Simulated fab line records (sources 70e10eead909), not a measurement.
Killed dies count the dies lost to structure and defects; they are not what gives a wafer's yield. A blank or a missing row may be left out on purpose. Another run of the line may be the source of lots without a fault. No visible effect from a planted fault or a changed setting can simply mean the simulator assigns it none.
Which tool was responsible? | flow nandHarc | 10 lots with 30 wafers sampled at 7 steps, on a route of 1302 steps

## WHAT THE GAUGES SHOWED, per wafer
NHARC_A_CHANNEL_HOLE_D1_INSPECT_12. Usual: 5.2 for rawDefectCount, sd 2.8.
lot  | measured     | on               | rawDefectCount | flag
L806 | day 8 23:10  | defectInspect-01 | 6 5 6          | 
L811 | day 10 20:31 | defectInspect-02 | 2 6 5          | 
L812 | day 11 16:07 | defectInspect-01 | 6 6 8          | 
L816 | day 13 00:40 | defectInspect-01 | 6 7 6          | 
L817 | day 13 08:42 | defectInspect-02 | 4 4 10         | 
L821 | day 15 02:13 | defectInspect-02 | 3 1 6          | 
L822 | day 15 14:52 | defectInspect-01 | 5 4 5          | 
L823 | day 16 02:25 | defectInspect-01 | 4 2 4          | 
L825 | day 16 10:29 | defectInspect-01 | 4 2 4          | 
L827 | day 17 11:14 | defectInspect-01 | 14 7 5         | 

NHARC_A_CHANNEL_HOLE_D1_CD_MEAS_30. Usual: 90.3 nm for cdNm, sd 1.4.
lot  | measured     | on       | cdNm (nm)      | flag
L806 | day 9 06:00  | cdSem-01 | 88.6 92.9 88.9 | 
L811 | day 11 03:15 | cdSem-02 | 89.5 92.5 91.6 | 
L812 | day 11 22:55 | cdSem-02 | 88.0 90.3 92.2 | 
L816 | day 13 07:25 | cdSem-01 | 90.4 89.8 89.1 | 
L817 | day 13 15:32 | cdSem-03 | 91.1 92.8 88.7 | 
L821 | day 15 09:13 | cdSem-03 | 89.7 91.4 89.9 | 
L822 | day 15 21:44 | cdSem-02 | 90.3 91.2 91.9 | 
L823 | day 16 11:14 | cdSem-01 | 0.0 1.5 1.5    | OFF
L825 | day 16 19:34 | cdSem-01 | 89.2 92.6 89.6 | 
L827 | day 17 20:56 | cdSem-02 | 89.1 91.3 89.1 | 

NHARC_END_SORT_01. Usual: killedAtArray 53, standard deviation 20; killedAtOther 1, standard deviation 1.2; killedAtPeriphery 3.7, standard deviation 2.6; killedDies 58, standard deviation 20; killedOpen 3.5, standard deviation 1.8; killedShort 2.4, standard deviation 1.7.
lot  | measured     | on        | killedAtArray | killedAtOther | killedAtPeriphery | killedDies  | killedOpen | killedShort | flag
L823 | day 31 19:31 | prober-01 | 671 675 675   | 2 0 0         | 4 2 2             | 677 677 677 | 2 4 3      | 2 0 0       | OFF

## EACH LOT AND THE TOOL THAT RAN IT (in order: tool; ch and the chambers of the sampled wafers; start)
lot  | NHARC_A_CHANNEL_HOLE_D1_ETCH_34              | NHARC_A_CHANNEL_HOLE_D1_ETCH_21 | NHARC_A_CHANNEL_HOLE_D1_ETCH_25 | NHARC_A_CHANNEL_HOLE_D1_XSEM_31
L806 | rieDiel-10 ch 2,3, day 9 00:55 or earlier    | harEtch-01 ch 0,1, day 9 00:55  | harEtch-01 ch 0,1, day 9 03:22  | xsem-01 ch 0, day 9 06:05
L811 | rieDiel-03 ch 2,3, day 10 22:19 or earlier   | harEtch-01 ch 0,1, day 10 22:19 | harEtch-01 ch 0,1, day 11 00:55 | xsem-01 ch 0, day 11 03:20
L812 | rieDiel-03 ch 0,2,3, day 11 17:49 or earlier | harEtch-01 ch 0,1, day 11 17:49 | harEtch-01 ch 0,1, day 11 20:19 | xsem-02 ch 0, day 11 23:02
L816 | rieDiel-07 ch 0,2,3, day 13 02:20 or earlier | harEtch-02 ch 1, day 13 02:20   | harEtch-02 ch 1, day 13 04:47   | xsem-02 ch 0, day 13 07:30
L817 | rieDiel-03 ch 1,2, day 13 10:31 or earlier   | harEtch-02 ch 0,1, day 13 10:31 | harEtch-02 ch 0,1, day 13 13:08 | xsem-02 ch 0, day 13 15:38
L821 | rieDiel-03 ch 0,1,2, day 15 04:19 or earlier | harEtch-01 ch 0,1, day 15 04:19 | harEtch-01 ch 0,1, day 15 07:01 | xsem-02 ch 0, day 15 09:19
L822 | rieDiel-03 ch 1,3, day 15 16:41 or earlier   | harEtch-02 ch 0,1, day 15 16:41 | harEtch-02 ch 0,1, day 15 19:19 | xsem-02 ch 0, day 15 21:50
L823 | rieDiel-03 ch 1,2,3, day 16 06:16 or earlier | harEtch-02 ch 0,1, day 16 06:16 | harEtch-02 ch 0,1, day 16 08:53 | xsem-02 ch 0, day 16 11:20
L825 | rieDiel-10 ch 0,3, day 16 14:32 or earlier   | harEtch-02 ch 0,1, day 16 14:32 | harEtch-02 ch 0,1, day 16 17:05 | xsem-02 ch 0, day 16 19:40
L827 | rieDiel-03 ch 1,3, day 17 15:52 or earlier   | harEtch-02 ch 0,1, day 17 15:52 | harEtch-02 ch 0,1, day 17 18:26 | xsem-02 ch 0, day 17 21:02
- NHARC_A_CHANNEL_HOLE_D1_ETCH_34: etches the open film in CF4/CHF3, target depth 154 nm, time 77 s.
- NHARC_A_CHANNEL_HOLE_D1_ETCH_21: etches the open film in C4F8/O2/Ar, time 514.3 s, target depth 1600 nm.
- NHARC_A_CHANNEL_HOLE_D1_ETCH_25: etches the open film in C4F8/O2/Ar, time 1040.2 s, target depth 1500 nm.
- NHARC_A_CHANNEL_HOLE_D1_XSEM_31

## AS READ BY THE TOOLS THEMSELVES (means over the sampled wafers that have a number; for cases with no such wafer, the mark the record gives instead)
NHARC_A_CHANNEL_HOLE_D1_ETCH_34. Usual: biasW 200.1 W, standard deviation 0.65; cf4FlowSccm 100.0 sccm, standard deviation 0.32; drypumpMotorCurrentA 5.8 A, standard deviation 0.41; mfcArSccm 0.014 sccm, standard deviation 0.012; oesProductAu 0.940 a.u., standard deviation 0.024; rfVppV 370.3 V, standard deviation 2.5; showerheadPlenumPTorr 1.56 Torr, standard deviation 0.07; throttleValvePct 16.802 %, standard deviation 0.01.
lot  | tool       | biasW (W) | cf4FlowSccm (sccm) | drypumpMotorCurrentA (A) | mfcArSccm (sccm) | oesProductAu (a.u.) | rfVppV (V) | showerheadPlenumPTorr (Torr) | throttleValvePct (%) | flag
L806 | rieDiel-10 | 200.3     | 100.0              | 5.7                      | 0.000            | 0.941               | 369.9      | 1.52                         | 16.808               | 
L811 | rieDiel-03 | 199.6     | 99.8               | 6.2                      | 0.010            | 0.916               | 370.4      | 1.58                         | 16.805               | 
L812 | rieDiel-03 | 200.1     | 100.1              | 5.8                      | 0.016            | 0.925               | 369.8      | 1.54                         | 16.802               | 
L816 | rieDiel-07 | 199.8     | 100.0              | 5.6                      | 0.003            | 0.920               | 369.4      | 1.53                         | 16.816               | 
L817 | rieDiel-03 | 199.6     | 100.0              | 5.5                      | 0.027            | 0.972               | 372.8      | 1.62                         | 16.798               | 
L821 | rieDiel-03 | 200.5     | 99.5               | 5.5                      | 0.024            | 0.964               | 370.3      | 1.56                         | 16.792               | 
L822 | rieDiel-03 | 200.1     | 100.1              | 6.1                      | 0.009            | 0.956               | 372.6      | 1.63                         | 16.812               | 
L823 | rieDiel-03 | 200.2     | 99.9               | 5.9                      | 0.018            | 0.931               | 371.4      | 1.60                         | 16.793               | 
L825 | rieDiel-10 | 200.6     | 100.0              | 6.2                      | 0.006            | 0.929               | 371.4      | 1.59                         | 16.802               | 
L827 | rieDiel-03 | 200.1     | 100.0              | 6.1                      | 0.009            | 0.958               | 372.3      | 1.63                         | 16.797               | 

NHARC_A_CHANNEL_HOLE_D1_ETCH_21. Usual: c4f8FlowSccm 89.29 sccm, standard deviation 0.25; chamberPressureMTorr 20.000 mTorr, standard deviation 0.019; drypumpMotorCurrentA 5.76 A, standard deviation 0.13; mfcArSccm 375.1 sccm, standard deviation 1.2; showerheadPlenumPTorr 3.63 Torr, standard deviation 0.12; throttleValvePct 32.156 %, standard deviation 0.0093.
lot  | tool       | c4f8FlowSccm (sccm) | chamberPressureMTorr (mTorr) | drypumpMotorCurrentA (A) | mfcArSccm (sccm) | showerheadPlenumPTorr (Torr) | throttleValvePct (%) | flag
L806 | harEtch-01 | 89.46               | 20.026                       | 5.92                     | 375.4            | 3.65                         | 32.155               | 
L811 | harEtch-01 | 89.28               | 19.979                       | 5.88                     | 374.4            | 3.68                         | 32.150               | 
L812 | harEtch-01 | 89.29               | 19.999                       | 5.87                     | 376.4            | 3.68                         | 32.154               | 
L816 | harEtch-02 | 89.27               | 19.998                       | 5.63                     | 373.7            | 3.62                         | 32.161               | 
L817 | harEtch-02 | 89.36               | 20.003                       | 5.64                     | 375.5            | 3.57                         | 32.162               | 
L821 | harEtch-01 | 89.33               | 19.989                       | 5.91                     | 376.1            | 3.60                         | 32.156               | 
L822 | harEtch-02 | 89.47               | 20.006                       | 5.65                     | 374.5            | 3.51                         | 32.149               | 
L823 | harEtch-02 | -                   | -                            | -                        | -                | -                            | -                    | OFF
L825 | harEtch-02 | 89.20               | 19.993                       | 5.64                     | 376.0            | 3.55                         | 32.153               | 
L827 | harEtch-02 | 89.00               | 20.010                       | 5.66                     | 375.1            | 3.93                         | 32.154               | 

NHARC_A_CHANNEL_HOLE_D1_ETCH_25. Usual: c4f8FlowSccm 93.79 sccm, standard deviation 0.29; chamberPressureMTorr 19.999 mTorr, standard deviation 0.019; drypumpMotorCurrentA 5.76 A, standard deviation 0.13; mfcArSccm 374.9 sccm, standard deviation 1.2; showerheadPlenumPTorr 3.62 Torr, standard deviation 0.12; throttleValvePct 32.235 %, standard deviation 0.0084.
lot  | tool       | c4f8FlowSccm (sccm) | chamberPressureMTorr (mTorr) | drypumpMotorCurrentA (A) | mfcArSccm (sccm) | showerheadPlenumPTorr (Torr) | throttleValvePct (%) | flag
L806 | harEtch-01 | 93.82               | 19.983                       | 5.92                     | 374.2            | 3.64                         | 32.241               | 
L811 | harEtch-01 | 93.58               | 20.012                       | 5.89                     | 374.9            | 3.67                         | 32.237               | 
L812 | harEtch-01 | 93.57               | 20.004                       | 5.88                     | 375.9            | 3.67                         | 32.238               | 
L816 | harEtch-02 | 94.01               | 19.997                       | 5.61                     | 375.1            | 3.61                         | 32.230               | 
L817 | harEtch-02 | 93.52               | 20.009                       | 5.63                     | 375.0            | 3.57                         | 32.237               | 
L821 | harEtch-01 | 93.87               | 20.018                       | 5.90                     | 374.7            | 3.60                         | 32.238               | 
L822 | harEtch-02 | 93.89               | 19.988                       | 5.64                     | 374.7            | 3.51                         | 32.235               | 
L823 | harEtch-02 | 93.82               | 20.014                       | 5.66                     | 374.2            | 3.50                         | 32.238               | 
L825 | harEtch-02 | 93.81               | 20.005                       | 5.64                     | 374.3            | 3.54                         | 32.236               | 
L827 | harEtch-02 | 93.66               | 19.990                       | 5.64                     | 376.0            | 3.92                         | 32.236               | 

NHARC_A_CHANNEL_HOLE_D1_XSEM_31. Usual: botCdNm 74.8 nm, standard deviation 1.4; tiltDeg 0.08 degrees, standard deviation 0.031.
lot  | tool    | botCdNm (nm) | tiltDeg (degrees) | flag
L806 | xsem-01 | 74.4         | 0.12              | 
L811 | xsem-01 | 75.4         | 0.11              | 
L812 | xsem-02 | 74.4         | 0.10              | 
L816 | xsem-02 | 75.3         | 0.06              | 
L817 | xsem-02 | 75.4         | 0.11              | 
L821 | xsem-02 | 74.5         | 0.08              | 
L822 | xsem-02 | 75.4         | 0.08              | 
L823 | xsem-02 | 0.7          | 0.07              | OFF
L825 | xsem-02 | 75.1         | 0.06              | 
L827 | xsem-02 | 75.1         | 0.03              | 

## THE ANSWER, worked out from the rows above alone
Rule: take the mean of a lot's wafers that have a number; if it is more than 3 standard deviations from the usual mean, the lot is off. Also off: a lot with no number at a reading for which 4 or more lots have one. Any other lot the step has rows for is counted as sound. First the gauges in route order, then the tools' own readings, where a lot's mean is used as printed above. At the first step where some lot is off, the reading lying furthest off is the one used; lots without a number count as furthest.
Off, at NHARC_A_CHANNEL_HOLE_D1_CD_MEAS_30 on cdNm: L823.
A tool fits if, at a process step before that reading, it ran every lot that is off, and no sound lot after the first of them. The gauges at NHARC_A_CHANNEL_HOLE_D1_CD_MEAS_30 aren't tried: what is off there is off at NHARC_END_SORT_01 too, on other tools, and a gauge's error can't cause that. NHARC_A_CHANNEL_HOLE_D1_ETCH_34 gives no start for some lots, so the hours and the order of its lots are those of NHARC_A_CHANNEL_HOLE_D1_ETCH_21. None of those tried fits.

## WHAT THE SIMULATOR HAD INSERTED
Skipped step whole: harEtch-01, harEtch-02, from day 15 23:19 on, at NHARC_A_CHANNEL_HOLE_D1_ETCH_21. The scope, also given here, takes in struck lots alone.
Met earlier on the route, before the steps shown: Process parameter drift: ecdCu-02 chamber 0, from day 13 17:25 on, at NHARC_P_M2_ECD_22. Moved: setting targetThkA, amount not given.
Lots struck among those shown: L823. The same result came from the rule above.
